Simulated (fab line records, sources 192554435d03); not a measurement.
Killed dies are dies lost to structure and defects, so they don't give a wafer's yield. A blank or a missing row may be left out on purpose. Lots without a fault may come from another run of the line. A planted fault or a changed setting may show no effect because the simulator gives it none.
fab line records | flow n5_finfet
record lots=6 wafers=18 last_day=20
route steps=1938 shown BEOL_M9@1455 PASSIVATION@1936
lots that met no fault: from a run of the same line without faults
start_h: hours from the record's first day to the start of the lot's first wafer shown | wait_h: hours since the lot's step before | " the same as in the row above | L1.1+2: a row that stands for several wafers | - no value, or no start given | * or withheld: withheld | < > ~ a bound
route shown NAME@n: a module of which the file shows steps, and the number in the route of the first | usual: mean/standard deviation of fault-free wafers | same: alike in all rows | chamber/n: place in a boat | sites: the reading at each site | _std_site: their standard deviation | _edge_site: outer sites' mean less inner sites' | radius_mm: how far each site lies from the wafer's centre | mask NAME#n: copy n | behind: the tool/chamber that last shaped the wafer | hold: why the lot was held/for how many hours/how that ended | device: the transistor (n, p or np) that didn't switch | end of line: the same wafers' tests at the end of the route | a step without rows: its recipe alone | killed: dies lost to structure and defects at the first sort, not the wafer's yield | map: a wafer's dies, x killed, . not, _ none there
set.NAME: the setting as run; set.NAME@STEP: as run at that earlier step | model.NAME: the simulator's own value behind a step, which no gauge read
lots at some steps of the route; a table a step, a row a wafer
services: from which hour (start_h, from the record's first day; less than 0 if before it) a tool's chamber was out of use, for how many hours, and why
## steps
# step N5_BEOL_M9_CURE_72
# recipe temp_c=370 time_s=120 ambient=DMADMS/He material=SiCOH_lowk
# usual lamp_power_pct=52.32/0.058 wafer_temp_C_max=372.2/0.74
# columns lot.wafer tool chamber start_h wait_h lamp_power_pct wafer_temp_C_max
L769.1 uv_cure-01 0 269.40 0.2 52.36 372.6
L769.2 " 0 " " 52.39 372.3
L769.4 " 0 " " 52.22 372.6
L774.2 uv_cure-01 1 311.17 0.1 52.36 372.8
L774.5 " 1 " " 52.24 372.6
L774.6 " 1 " " 52.24 373.1
L778.3 uv_cure-03 1 353.59 0.1 52.25 371.3
L778.5 " 1 " " 52.29 371.2
L778.6 " 1 " " 52.42 371.5
L779.3 uv_cure-01 1 362.88 0.1 52.41 372.5
L779.4 " 1 " " 52.28 372.0
L779.5 " 1 " " 52.18 373.9
L785.2 uv_cure-01 0 395.22 0.2 52.31 371.8
L785.3 " 0 " " 52.39 371.8
L785.6 " 0 " " 52.28 372.4
L786.2 uv_cure-01 0 413.96 0.1 52.27 372.2
L786.3 " 0 " " 52.24 372.5
L786.5 " 0 " " 52.41 372.3
# step N5_BEOL_M9_DEGAS_44
# recipe ambient=vacuum temp_c=250 time_s=60
# usual heater_power_w=316/36
# columns lot.wafer tool chamber start_h wait_h heater_power_w
L769.1 pvd_sputter-01 - 269.72 0.3 299
L769.2 " - " " 309
L769.4 " - " " 303
L774.2 pvd_sputter-02 - 311.78 0.6 354
L774.5 " - " " 301
L774.6 " - " " 352
L778.3 pvd_sputter-01 - 353.88 0.2 292
L778.5 " - " " 309
L778.6 " - " " 299
L779.3 pvd_sputter-01 - 363.19 0.3 303
L779.4 " - " " 291
L779.5 " - " " 311
L785.2 pvd_sputter-02 - 395.54 0.3 319
L785.3 " - " " 287
L785.6 " - " " 312
L786.2 pvd_sputter-03 - 414.23 0.2 408
L786.3 " - " " 244
L786.5 " - " " 257
# step N5_BEOL_M9_PRE_CLEAN_45
# recipe gas=H2/He time_s=30 temp_c=250
# usual heater_power_w=316/35
# columns lot.wafer tool chamber start_h wait_h heater_power_w
L769.1 pvd_sputter-01 - 269.76 0.0 281
L769.2 " - " " 312
L769.4 " - " " 305
L774.2 pvd_sputter-02 - 311.82 0.0 350
L774.5 " - " " 307
L774.6 " - " " 352
L778.3 pvd_sputter-01 - 353.92 0.0 295
L778.5 " - " " 311
L778.6 " - " " 299
L779.3 pvd_sputter-01 - 363.23 0.0 304
L779.4 " - " " 291
L779.5 " - " " 321
L785.2 pvd_sputter-02 - 395.58 0.0 320
L785.3 " - " " 285
L785.6 " - " " 314
L786.2 pvd_sputter-03 - 414.27 0.0 399
L786.3 " - " " 246
L786.5 " - " " 239
# step N5_BEOL_M9_ALD_74
# recipe material=TaN target_thk_a=20 temp_c=275 ald_precursor_family=PDMAT ald_co_reactant=NH3 pressure_torr=3 carrier_flow_sccm=1500 pulse_time_s=2 purge_time_s=3 co_reactant_purge_time_s=2 co_reactant_pulse_time_s=3 ald_cycles=40 precursor_vessel_temp_c=75 precursor_vessel_pressure_torr=26.25 precursor_vessel_carrier_sccm=1000
# step N5_BEOL_M9_SURFACE_TREAT_79
# recipe gas=Ar time_s=* ion_energy_ev=* ion_current_ma_cm2=0.5 pressure_mtorr=* ar_flow_sccm=30
# step N5_BEOL_M9_CVD_78
# recipe material=Co target_thk_a=20 temp_c=withheld precursor=CCTBA/H2 pressure_torr=30 time_s=138.9
# step N5_BEOL_M9_SPUTTER_48
# recipe material=Cu target_thk_a=120 temp_c=-20 bias_v=60 power_w=26000 chamber_pressure_pa=0.13 time_s=2
# usual substrate_temp_c=-19.99/0.11 throttle_valve_pct=30.3/1.5
# columns lot.wafer tool chamber start_h wait_h substrate_temp_c throttle_valve_pct
L769.1 pvd_sputter-01 - 270.28 0.1 -19.80 29.8
L769.2 " - " " -19.87 28.2
L769.4 " - " " -20.06 29.5
L774.2 pvd_sputter-02 - 312.52 0.1 -19.93 29.0
L774.5 " - " " -19.95 29.2
L774.6 " - " " -20.05 32.5
L778.3 pvd_sputter-02 - 354.61 0.1 -19.96 32.6
L778.5 " - " " -20.08 32.6
L778.6 " - " " -20.15 29.5
L779.3 pvd_sputter-03 - 363.85 0.1 -20.20 32.3
L779.4 " - " " -19.78 29.5
L779.5 " - " " -19.81 29.7
L785.2 pvd_sputter-03 - 397.83 1.6 -19.97 31.0
L785.3 " - " " -19.84 29.6
L785.6 " - " " -20.08 32.3
L786.2 pvd_sputter-01 - 415.37 0.3 -20.04 29.9
L786.3 " - " " -20.15 29.4
L786.5 " - " " -20.07 32.9
# step N5_BEOL_M9_ECD_50
# recipe material=Cu target_thk_a=3180
# step N5_BEOL_M9_ANNEAL_51
# recipe temp_c=225 time_s=90 ambient=N2
# usual anneal_temp_c_max=226.3/0.33 wafer_temp_C_max=226.0/0.4
# columns lot.wafer tool chamber start_h wait_h anneal_temp_c_max wafer_temp_C_max
L769.1 rtp_anneal-01 0 270.58 0.2 226.0 225.4
L769.2 " 0 " " 226.1 225.7
L769.4 " 0 " " 226.2 225.5
L774.2 rtp_anneal-02 0 312.79 0.1 226.3 226.4
L774.5 " 0 " " 226.4 226.0
L774.6 " 0 " " 226.4 226.6
L778.3 rtp_anneal-02 0 357.37 2.6 226.2 226.6
L778.5 " 0 " " 226.2 226.2
L778.6 " 0 " " 227.1 226.5
L779.3 rtp_anneal-02 0 366.16 2.1 226.4 226.5
L779.4 " 0 " " 226.4 225.7
L779.5 " 0 " " 226.1 226.2
L785.2 rtp_anneal-01 0 398.18 0.2 226.2 225.5
L785.3 " 0 " " 226.2 225.9
L785.6 " 0 " " 226.0 225.4
L786.2 rtp_anneal-02 0 415.76 0.2 226.0 225.8
L786.3 " 0 " " 226.8 226.0
L786.5 " 0 " " 226.7 226.7
# step N5_BEOL_M9_CMP_52
# recipe stop_on=SiCOH_lowk t_overpolish_s=7 down_force_psi=1 platen_rpm=50 clearing_platen_down_force_psi=1.5 clearing_platen_rpm=50 post_cmp_clean=cu_alkaline target_thk_nm=140 clearing_platen_pad_velocity_m_s=0.99484 pad_velocity_m_s=0.99484
# step N5_BEOL_M9_THK_MEAS_53
# recipe thk_meas_gauge=xrf reads=Cu_of_BEOL_M9_ECD_50
# usual M9_THK=139.7/2.2
# columns lot.wafer tool chamber start_h wait_h M9_THK[nm]
L769.1 film_metro-01 - 271.17 - 139.6
L769.2 " - " " 137.8
L769.4 " - " " 141.6
L774.2 film_metro-02 - 313.34 - 141.6
L774.5 " - " " 144.4
L774.6 " - " " 140.9
L778.3 film_metro-01 - 357.88 - 137.3
L778.5 " - " " 135.3
L778.6 " - " " 137.4
L779.3 film_metro-01 - 366.67 - 140.3
L779.4 " - " " 141.8
L779.5 " - " " 137.7
L785.2 film_metro-01 - 398.73 - 139.1
L785.3 " - " " 142.1
L785.6 " - " " 138.4
L786.2 film_metro-01 - 416.31 - 139.9
L786.3 " - " " 137.6
L786.5 " - " " 138.5
# step N5_BEOL_M9_PRE_CLEAN_55
# recipe gas=NH3 time_s=15 temp_c=withheld rf_power_w=300
# step N5_BEOL_M9_DEP_56
# recipe material=SiCN target_thk_a=150 temp_c=withheld precursor=3MS/NH3 pressure_torr=3 rf_w=202 time_s=26.5
# usual showerhead_plenum_p_Torr=3.669/0.012 throttle_valve_pct=9.0/0.61
# columns lot.wafer tool chamber start_h wait_h showerhead_plenum_p_Torr throttle_valve_pct model.SiCN_of_BEOL_M9_DEP_56.thk_nm
L769.1 pecvd-02 1 271.24 0.0 3.675 9.5 15.4
L769.2 " 0 " " 3.678 9.9 15.2
L769.4 " 0 " " 3.666 9.9 15.6
L774.2 pecvd-02 1 313.40 0.0 3.664 9.9 15
L774.5 " 0 " " 3.666 9.6 15.2
L774.6 " 2 " " 3.669 8.4 15.2
L778.3 pecvd-02 0 357.94 0.0 3.661 10.0 23
L778.5 " 2 " " 3.661 8.4 15.2
L778.6 " 0 " " 3.671 10.2 15.2
L779.3 pecvd-02 2 366.76 0.0 3.673 8.5 23.2
L779.4 " 0 " " 3.654 9.9 15.2
L779.5 " 2 " " 3.667 8.4 15
L785.2 pecvd-04 0 398.79 0.0 3.662 9.7 14.6
L785.3 " 2 " " 3.681 8.7 14.8
L785.6 " 1 " " 3.694 8.5 15.2
L786.2 pecvd-02 2 416.37 0.0 3.669 8.4 15
L786.3 " 0 " " 3.670 9.8 14.8
L786.5 " 2 " " 3.674 8.5 15.2
# step N5_BEOL_M9_RS_MEAS_57
# recipe thk_meas_gauge=four-point-probe reads=Cu_of_BEOL_M9_ECD_50+Co_of_BEOL_M9_CVD_78+TaN_of_BEOL_M9_ALD_74
# usual M9_RS=0.1518/0.0025
# columns lot.wafer tool chamber start_h wait_h M9_RS[ohm/sq]
L769.1 film_metro-02 - 271.31 0.1 0.1518
L769.2 " - " " 0.1538
L769.4 " - " " 0.1490
L774.2 film_metro-02 - 313.48 0.1 0.1521
L774.5 " - " " 0.1482
L774.6 " - " " 0.1511
L778.3 film_metro-01 - 358.01 0.1 0.1553
L778.5 " - " " 0.1580
L778.6 " - " " 0.1557
L779.3 film_metro-02 - 366.84 0.1 0.1518
L779.4 " - " " 0.1497
L779.5 " - " " 0.1539
L785.2 film_metro-01 - 398.88 0.1 0.1519
L785.3 " - " " 0.1487
L785.6 " - " " 0.1523
L786.2 film_metro-01 - 416.44 0.1 0.1511
L786.3 " - " " 0.1535
L786.5 " - " " 0.1520
# step N5_PASSIVATION_PROBE_49
# usual defect_limited_yield=90.9/1.3 killed_at_M0_to_M3=36/11 killed_at_M4_up=13/5.1 killed_at_contacts=14/4.9 killed_at_front_end=41/10 killed_at_other=3.4/2.6 killed_dies=107/16 killed_open=70/11 killed_short=36/7.8 sort_bin_5_function=5.4/0.84 sort_bin_6_memory=3.4/0.67 sort_n_pass=1073/16 sort_yield_pct=90.9/1.3
# same gross_dies=1180 killed_at_back_side=0 sort_bin_4_leakage[%]=0 sort_bin_8_speed[%]=0
# columns lot.wafer tool chamber start_h wait_h defect_limited_yield[%] killed_at_M0_to_M3 killed_at_M4_up killed_at_contacts killed_at_front_end killed_at_other killed_dies killed_open killed_short sort_bin_5_function[%] sort_bin_6_memory[%] sort_n_pass sort_yield_pct[%]
L769.1 prober-02 - 334.68 0.0 90.2 38 8 14 48 8 116 64 44 5.6 3.3 1064 90.2
L769.2 prober-02 - 334.73 0.1 90.2 29 13 20 50 4 116 78 38 6.0 3.8 1064 90.2
L769.4 prober-02 - 334.83 0.2 91.6 31 10 13 42 3 99 65 34 4.5 3.5 1081 91.6
L774.2 prober-02 - 369.17 0.1 90.9 24 4 12 67 0 107 67 40 5.9 2.9 1073 90.9
L774.5 prober-02 - 369.32 0.2 89.3 38 15 20 46 7 126 87 36 5.8 4.7 1054 89.3
L774.6 prober-02 - 369.37 0.3 91.5 22 8 20 48 2 100 62 38 5.6 2.8 1080 91.5
L778.3 prober-01 - 416.89 0.1 92.2 36 15 13 27 1 92 73 18 4.2 3.3 1088 92.2
L778.5 prober-01 - 416.99 0.2 91.3 24 13 12 49 5 103 73 28 5.2 3.4 1077 91.3
L778.6 prober-01 - 417.04 0.3 91.4 40 17 10 29 6 102 61 39 5.3 2.9 1078 91.4
L779.3 prober-02 - 423.84 0.1 91.2 40 9 11 38 6 104 67 32 4.7 3.6 1076 91.2
L779.4 prober-02 - 423.89 0.2 92.0 24 13 10 39 8 94 61 32 4.4 3.2 1086 92.0
L779.5 prober-02 - 423.94 0.2 90.9 43 9 13 39 3 107 69 36 5.0 3.7 1073 90.9
L785.2 prober-02 - 465.15 0.2 91.2 49 6 15 32 2 104 66 37 5.3 3.4 1076 91.2
L785.3 prober-02 - 465.20 0.3 90.2 49 11 25 31 0 116 78 38 6.1 3.1 1064 90.2
L785.6 prober-02 - 465.35 0.4 89.7 60 18 20 21 2 121 80 38 6.4 3.8 1059 89.7
L786.2 prober-01 - 479.10 0.1 90.1 35 19 11 52 0 117 73 40 5.8 3.4 1063 90.1
L786.3 prober-01 - 479.15 0.1 89.7 58 14 11 37 2 122 80 41 6.5 3.6 1058 89.7
L786.5 prober-01 - 479.25 0.2 86.9 57 23 15 57 3 155 101 49 6.9 5.7 1025 86.9
# killed by level:class
L769.1 STI_FIN_REVEAL:geometric_particle:open=19 BEOL_M0_SAQP:geometric_particle:short=12 MOL_CONTACT_COAG:geometric_particle:open=9 BEOL_M0_SAQP:geometric_particle:open=9 HKMG_FIN:area_etch=8 BEOL_M3:geometric_particle:open=7 GATE_CUT:geometric_particle:short=5 MOL_CONTACT_COAG:geometric_particle:short=5
L769.2 FIN_SAQP:geometric_particle:open=19 FIN_SAQP:geometric_particle:short=14 MOL_CONTACT_COAG:geometric_particle:open=14 STI_FIN_REVEAL:geometric_particle:open=7 BEOL_M0_SAQP:geometric_particle:short=7 BEOL_M3:geometric_particle:open=7 MOL_CONTACT_COAG:geometric_particle:short=6 BEOL_M0_SAQP:geometric_particle:open=6
L769.4 MOL_CONTACT_COAG:geometric_particle:open=12 FIN_SAQP:geometric_particle:open=9 FIN_SAQP:geometric_particle:short=9 DUMMY_GATE:geometric_particle:open=8 BEOL_M0_SAQP:geometric_particle:short=7 STI_FIN_REVEAL:geometric_particle:open=6 BEOL_M0_SAQP:geometric_particle:open=4 BEOL_M1:geometric_particle:open=4
L774.2 FIN_SAQP:geometric_particle:open=21 FIN_SAQP:geometric_particle:short=21 MOL_CONTACT_COAG:geometric_particle:open=11 GATE_CUT:geometric_particle:short=5 GATE_CUT:geometric_particle:open=5 BEOL_M2:geometric_particle:open=5 STI_FIN_REVEAL:geometric_particle:open=4 BEOL_M0_SAQP:geometric_particle:open=4
L774.5 FIN_SAQP:geometric_particle:open=18 MOL_CONTACT_COAG:geometric_particle:open=17 BEOL_M0_SAQP:geometric_particle:short=11 FIN_SAQP:geometric_particle:short=10 BEOL_M0_SAQP:geometric_particle:open=9 BEOL_M1:geometric_particle:open=7 BEOL_M4:geometric_particle:open=7 BEOL_M0:geometric_particle:open=5
L774.6 MOL_CONTACT_COAG:geometric_particle:open=18 FIN_SAQP:geometric_particle:short=16 FIN_SAQP:geometric_particle:open=14 BEOL_M3:geometric_particle:open=5 STI_FIN_REVEAL:geometric_particle:open=5 BEOL_M2:geometric_particle:open=4 BEOL_M0_SAQP:geometric_particle:open=3 BEOL_M4:geometric_particle:open=3
L778.3 MOL_CONTACT_COAG:geometric_particle:open=11 FIN_SAQP:geometric_particle:open=10 BEOL_M1:geometric_particle:open=10 BEOL_M0_SAQP:geometric_particle:open=8 BEOL_M3:geometric_particle:open=8 BEOL_M4:geometric_particle:open=7 FIN_SAQP:geometric_particle:short=4 STI_FIN_REVEAL:geometric_particle:open=3
L778.5 STI_FIN_REVEAL:geometric_particle:open=11 BEOL_M4:geometric_particle:open=11 FIN_SAQP:geometric_particle:open=9 MOL_CONTACT_COAG:geometric_particle:open=9 BEOL_M2:geometric_particle:open=9 DUMMY_GATE:geometric_particle:open=5 BEOL_M3:geometric_particle:open=5 FIN_SAQP:geometric_particle:short=4
L778.6 BEOL_M4:geometric_particle:open=12 BEOL_M2:geometric_particle:open=11 MOL_CONTACT_COAG:geometric_particle:open=7 BEOL_M0_SAQP:geometric_particle:open=7 BEOL_M0_SAQP:geometric_particle:short=6 BEOL_M1:geometric_particle:open=6 BEOL_M2:geometric_particle:short=5 STARTING-WAFER:geometric_particle:short=5
L779.3 BEOL_M0_SAQP:geometric_particle:open=13 BEOL_M0_SAQP:geometric_particle:short=12 MOL_CONTACT_COAG:geometric_particle:open=11 STI_FIN_REVEAL:geometric_particle:open=11 FIN_SAQP:geometric_particle:open=5 FIN_SAQP:geometric_particle:short=4 DUMMY_GATE:geometric_particle:open=4 BEOL_M0:geometric_particle:open=4
L779.4 STI_FIN_REVEAL:geometric_particle:open=8 MOL_CONTACT_COAG:geometric_particle:open=8 FIN_SAQP:geometric_particle:open=7 BEOL_M0_SAQP:geometric_particle:open=6 BEOL_M0_SAQP:geometric_particle:short=6 BEOL_M2:geometric_particle:open=5 SPACER0:geometric_particle:short=4 GATE_CUT:geometric_particle:short=4
L779.5 BEOL_M0_SAQP:geometric_particle:short=13 MOL_CONTACT_COAG:geometric_particle:open=12 STI_FIN_REVEAL:geometric_particle:open=11 BEOL_M2:geometric_particle:open=10 BEOL_M0_SAQP:geometric_particle:open=7 GATE_CUT:geometric_particle:short=6 STI_FIN_REVEAL:geometric_particle:short=4 BEOL_M1:geometric_particle:open=4
L785.2 MOL_CONTACT_COAG:geometric_particle:open=13 BEOL_M3:geometric_particle:open=13 GATE_CUT:geometric_particle:short=8 BEOL_M1:geometric_particle:open=7 STI_FIN_REVEAL:geometric_particle:open=7 BEOL_M0_SAQP:geometric_particle:short=7 BEOL_M3:geometric_particle:short=7 BEOL_M0_SAQP:geometric_particle:open=6
L785.3 BEOL_M3:geometric_particle:open=25 MOL_CONTACT_COAG:geometric_particle:open=21 BEOL_M0_SAQP:geometric_particle:short=11 GATE_CUT:geometric_particle:short=9 STI_FIN_REVEAL:geometric_particle:open=4 DUMMY_GATE:geometric_particle:open=4 MOL_CONTACT_COAG:geometric_particle:short=4 BEOL_M0_SAQP:geometric_particle:open=4
L785.6 BEOL_M3:geometric_particle:open=16 MOL_CONTACT_COAG:geometric_particle:open=13 BEOL_M0_SAQP:geometric_particle:short=12 BEOL_M1:geometric_particle:open=7 BEOL_M2:geometric_particle:open=7 MOL_CONTACT_COAG:geometric_particle:short=6 BEOL_M0_SAQP:geometric_particle:open=6 BEOL_M4:geometric_particle:open=6
L786.2 BEOL_M2:geometric_particle:open=11 FIN_SAQP:geometric_particle:short=10 FIN_SAQP:geometric_particle:open=7 STI_FIN_REVEAL:geometric_particle:open=7 GATE_CUT:geometric_particle:short=7 MOL_CONTACT_COAG:geometric_particle:open=7 BEOL_M4:geometric_particle:open=7 BEOL_M1:geometric_particle:open=5
L786.3 BEOL_M2:geometric_particle:open=13 STI_FIN_REVEAL:geometric_particle:open=9 MOL_CONTACT_COAG:geometric_particle:open=9 FIN_SAQP:geometric_particle:open=8 BEOL_M1:geometric_particle:open=8 BEOL_M3:geometric_particle:open=8 BEOL_M2:geometric_particle:short=8 GATE_CUT:geometric_particle:short=7
L786.5 BEOL_M2:geometric_particle:open=14 MOL_CONTACT_COAG:geometric_particle:open=12 BEOL_M4:geometric_particle:open=12 FIN_SAQP:geometric_particle:short=11 FIN_SAQP:geometric_particle:open=11 STI_FIN_REVEAL:geometric_particle:open=10 BEOL_M0_SAQP:geometric_particle:open=9 BEOL_M0_SAQP:geometric_particle:short=7
## services
# columns tool chamber start_h hours kind
pecvd-02 2 255.76 6.7 repair
rtp_anneal-01 - 258.67 1.0 pm
pecvd-04 0 284.53 2.1 scheduled_down
pecvd-04 - 289.99 14.6 pm
pecvd-04 - 309.82 0.5 repair
uv_cure-03 - 334.74 4.5 pm
pecvd-02 2 347.40 5.5 scheduled_down
pecvd-04 2 358.74 6.5 repair
pecvd-02 1 364.95 2.1 scheduled_down
uv_cure-01 - 368.52 7.5 pm
pecvd-02 0 381.77 2.6 repair
pecvd-02 1 384.35 - clean
pecvd-02 1 384.35 - consumable_replace:showerhead
pecvd-02 1 384.35 29.0 scheduled_down
pecvd-02 1 384.35 29.0 vent_cycle
uv_cure-03 - 393.46 1.0 pm
rtp_anneal-01 - 409.94 3.4 pm
## key
first_sign none at tools or gauges
model_effect step=N5_BEOL_M9_DEP_56 value=SiCN_of_BEOL_M9_DEP_56.thk_nm without=15 struck=23.1
met_at N5_BEOL_M9_DEP_56
struck_wafers L778.3,L779.3
onset_between 313.40 357.94
fault kind=process_parameter_drift tool=pecvd-02 chamber=- onset_h=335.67 steps=N5_BEOL_M9_DEP_56 channel=time_s offset=* shape=step end_h=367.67 scope=struck_wafers_only acts_in=* stated=*
